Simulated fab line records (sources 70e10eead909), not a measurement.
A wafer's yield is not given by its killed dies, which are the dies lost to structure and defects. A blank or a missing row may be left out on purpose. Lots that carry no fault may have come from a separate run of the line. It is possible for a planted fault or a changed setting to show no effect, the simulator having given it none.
The tool behind it: which one? + flow nand harc + Sampling: 13 lots, 39 wafers, 5 of 1302 route steps

## WHAT THE GAUGES READ, wafer by wafer
NHARC_END_SORT_01. Usual: killed at array 46, standard deviation 16; killed at other 0.9, standard deviation 1.3; killed at periphery 4.1, standard deviation 3; killed dies 51, standard deviation 17; killed open 3.5, standard deviation 1.8; killed short 2.5, standard deviation 1.8.
| lot  | measured     | on        | killed at array | killed at other | killed at periphery | killed dies | killed open | killed short | flag |
|------|--------------|-----------|-----------------|-----------------|---------------------|-------------|-------------|--------------|------|
| L294 | day 24 20:01 | prober-01 | 81 72 66        | 1 0 0           | 2 1 5               | 84 73 71    | 5 3 4       | 1 1 2        |      |
| L295 | day 25 11:46 | prober-02 | 43 37 35        | 0 0 8           | 3 4 3               | 46 41 46    | 4 5 6       | 4 4 2        |      |
| L296 | day 25 04:01 | prober-01 | 45 34 43        | 0 2 2           | 7 7 0               | 52 43 45    | 4 8 4       | 0 3 1        |      |
| L293 | day 25 05:36 | prober-02 | 18 36 32        | 3 1 1           | 4 11 10             | 25 48 43    | 4 5 7       | 1 4 3        |      |
| L297 | day 26 10:02 | prober-01 | 41 44 64        | 1 1 1           | 5 9 7               | 47 54 72    | 2 7 4       | 1 3 0        |      |
| L299 | day 27 12:36 | prober-01 | 37 21 38        | 0 0 1           | 0 3 0               | 37 24 39    | 6 3 5       | 2 1 5        |      |
| L300 | day 27 19:12 | prober-02 | 34 44 34        | 0 0 0           | 1 1 2               | 35 45 36    | 1 5 1       | 2 4 3        |      |
| L301 | day 28 11:32 | prober-02 | 41 38 42        | 2 0 2           | 8 7 4               | 51 45 48    | 4 3 2       | 1 3 1        |      |
| L307 | day 30 09:39 | prober-02 | 103 61 71       | 0 0 2           | 1 7 6               | 104 68 79   | 3 6 2       | 2 3 2        |      |
| L308 | day 30 10:28 | prober-01 | 46 38 36        | 0 0 0           | 3 8 1               | 49 46 37    | 4 6 0       | 2 4 6        |      |
| L310 | day 31 22:11 | prober-01 | 75 72 56        | 1 0 0           | 3 3 5               | 79 75 61    | 1 2 3       | 2 2 2        |      |
| L314 | day 33 15:07 | prober-02 | 46 43 60        | 2 5 2           | 8 9 6               | 56 57 68    | 3 3 3       | 5 5 6        |      |
| L316 | day 33 22:55 | prober-01 | 36 51 50        | 2 0 0           | 5 1 3               | 43 52 53    | 0 2 5       | 7 1 4        |      |

## WHAT TOOL EACH LOT RAN ON (gives the tool, then ch and the chambers of the sampled wafers, and finally the start)
| lot  | NHARC_A_CONTACT_ETCH_49            | NHARC_A_CONTACT_ETCH_111             | NHARC_A_CONTACT_ETCH_115             | NHARC_A_CONTACT_ETCH_118             |
|------|------------------------------------|--------------------------------------|--------------------------------------|--------------------------------------|
| L294 | rie diel-08 ch 0,2,3, day 21 19:31 | har cap etch-02 ch 0,1, day 21 21:34 | har cap etch-02 ch 0,1, day 21 22:17 | har cap etch-02 ch 0,1, day 21 22:47 |
| L295 | rie diel-02 ch 0,3, day 22 04:47   | har cap etch-03 ch 1, day 22 06:28   | har cap etch-03 ch 1, day 22 07:11   | har cap etch-03 ch 1, day 22 07:41   |
| L296 | rie diel-08 ch 0,2,3, day 22 05:02 | har cap etch-02 ch 0,1, day 22 06:49 | har cap etch-02 ch 0,1, day 22 07:32 | har cap etch-02 ch 0,1, day 22 08:02 |
| L293 | rie diel-08 ch 0,2,3, day 22 05:23 | har cap etch-03 ch 0,1, day 22 09:06 | har cap etch-03 ch 0,1, day 22 09:48 | har cap etch-03 ch 0,1, day 22 10:19 |
| L297 | rie diel-08 ch 0,1, day 23 08:28   | har cap etch-03 ch 0,1, day 23 10:11 | har cap etch-03 ch 0,1, day 23 10:53 | har cap etch-03 ch 0,1, day 23 11:23 |
| L299 | rie diel-08 ch 0,2,3, day 24 12:01 | har cap etch-01 ch 0,1, day 24 13:40 | har cap etch-01 ch 0,1, day 24 14:23 | har cap etch-01 ch 0,1, day 24 14:54 |
| L300 | rie diel-08 ch 0,2, day 24 19:04   | har cap etch-03 ch 0,1, day 24 21:05 | har cap etch-03 ch 0,1, day 24 21:47 | har cap etch-03 ch 0,1, day 24 22:17 |
| L301 | rie diel-13 ch 1,2,3, day 25 11:32 | har cap etch-03 ch 0,1, day 25 13:29 | har cap etch-03 ch 0,1, day 25 14:11 | har cap etch-03 ch 0,1, day 25 14:43 |
| L307 | rie diel-08 ch 2,3, day 27 08:28   | har cap etch-02 ch 0,1, day 27 10:08 | har cap etch-02 ch 0,1, day 27 10:51 | har cap etch-02 ch 0,1, day 27 11:22 |
| L308 | rie diel-02 ch 0,1, day 27 09:30   | har cap etch-01 ch 0,1, day 27 11:10 | har cap etch-01 ch 0,1, day 27 11:53 | har cap etch-01 ch 0,1, day 27 12:23 |
| L310 | rie diel-08 ch 0,1,3, day 28 15:11 | har cap etch-01 ch 0,1, day 28 16:45 | har cap etch-01 ch 0,1, day 28 17:28 | har cap etch-01 ch 0,1, day 28 17:59 |
| L314 | rie diel-02 ch 1,2,3, day 30 15:01 | har cap etch-03 ch 0,1, day 30 16:40 | har cap etch-03 ch 0,1, day 30 17:23 | har cap etch-03 ch 0,1, day 30 17:53 |
| L316 | rie diel-08 ch 1,2,3, day 31 00:47 | har cap etch-03 ch 0,1, day 31 02:25 | har cap etch-03 ch 0,1, day 31 03:07 | har cap etch-03 ch 0,1, day 31 03:38 |
- NHARC_A_CONTACT_ETCH_49: etches the open film in N2/H2, target depth 260 nm, time 475.3 s.
- NHARC_A_CONTACT_ETCH_111: etches the open film in C4F8/O2/Ar, time 140 s, target depth 700 nm.
- NHARC_A_CONTACT_ETCH_115: etches the open film in C4F8/O2/Ar, time 190 s, target depth 1850 nm.
- NHARC_A_CONTACT_ETCH_118: etches the open film in C4F8/O2/Ar, time 190 s, target depth 1850 nm.

## AS READ BY THE TOOLS THEMSELVES (means over the sampled wafers that have a number; for cases with no such wafer, the mark the record gives instead)
NHARC_A_CONTACT_ETCH_49. Usual: drypump motor current A is 5.8 A with standard deviation 0.46, mfc ar sccm is 0.016 sccm with standard deviation 0.014, oes product au is 1.001 a.u. with standard deviation 0.0096, rf fwd power W is 399.4 W with standard deviation 1.2, rf vpp V is 430.1 V with standard deviation 2.5, showerhead plenum p Torr is 2.03 Torr with standard deviation 0.089, and throttle valve pct is 14.171 % with standard deviation 0.0093.
| lot  | tool        | drypump motor current A (A) | mfc ar sccm (sccm) | oes product au (a.u.) | rf fwd power W (W) | rf vpp V (V) | showerhead plenum p Torr (Torr) | throttle valve pct (%) | flag |
|------|-------------|-----------------------------|--------------------|-----------------------|--------------------|--------------|---------------------------------|------------------------|------|
| L294 | rie diel-08 | 6.0                         | 0.020              | 1.003                 | 399.8              | 429.3        | 1.99                            | 14.174                 |      |
| L295 | rie diel-02 | 4.9                         | 0.026              | 0.997                 | 398.3              | 431.4        | 2.07                            | 14.176                 |      |
| L296 | rie diel-08 | 6.0                         | 0.020              | 0.999                 | 399.0              | 429.2        | 1.99                            | 14.171                 |      |
| L293 | rie diel-08 | 6.0                         | 0.020              | 0.992                 | 399.3              | 428.9        | 1.99                            | 14.171                 |      |
| L297 | rie diel-08 | 6.2                         | 0.016              | 1.009                 | 398.0              | 428.3        | 1.99                            | 14.172                 |      |
| L299 | rie diel-08 | 6.0                         | 0.020              | 1.007                 | 399.7              | 428.2        | 1.99                            | 14.160                 |      |
| L300 | rie diel-08 | 6.2                         | 0.031              | 1.000                 | 398.4              | 427.9        | 1.94                            | 14.169                 |      |
| L301 | rie diel-13 | 5.5                         | 0.021              | 1.011                 | 398.6              | 430.8        | 2.07                            | 14.172                 |      |
| L307 | rie diel-08 | 5.8                         | 0.012              | 0.857                 | 400.7              | 430.2        | 2.01                            | 14.168                 | OFF  |
| L308 | rie diel-02 | 5.6                         | 0.007              | 1.000                 | 400.8              | 433.2        | 2.12                            | 14.171                 |      |
| L310 | rie diel-08 | 6.0                         | 0.008              | 0.840                 | 398.8              | 430.2        | 2.01                            | 14.173                 | OFF  |
| L314 | rie diel-02 | 5.5                         | 0.023              | 1.001                 | 398.5              | 431.8        | 2.07                            | 14.180                 |      |
| L316 | rie diel-08 | 6.0                         | 0.012              | 0.995                 | 398.7              | 429.1        | 1.98                            | 14.166                 |      |

## THE ANSWER, worked out from the rows above alone
Rule: lot off if the mean of its wafers having a number is beyond 3 standard deviations from the usual mean. A lot without any number at a reading at which 4 lots or more have one is off too. The other lots that the step has rows for count as sound. After the gauges, taken in route order, come the tools' own readings; for these a lot's mean is taken, as printed above. The first step at which some lot is off is used, and at that step the reading that is off furthest; a lot without a number counts as furthest.
Off at NHARC_A_CONTACT_ETCH_49 (oes product au): L307, L310.
A tool fits if, at that step or a process step before it, it ran every lot that is off, and no sound lot after the first of them. None of those tried fits.

## WHAT WAS PUT IN BY THE SIMULATOR
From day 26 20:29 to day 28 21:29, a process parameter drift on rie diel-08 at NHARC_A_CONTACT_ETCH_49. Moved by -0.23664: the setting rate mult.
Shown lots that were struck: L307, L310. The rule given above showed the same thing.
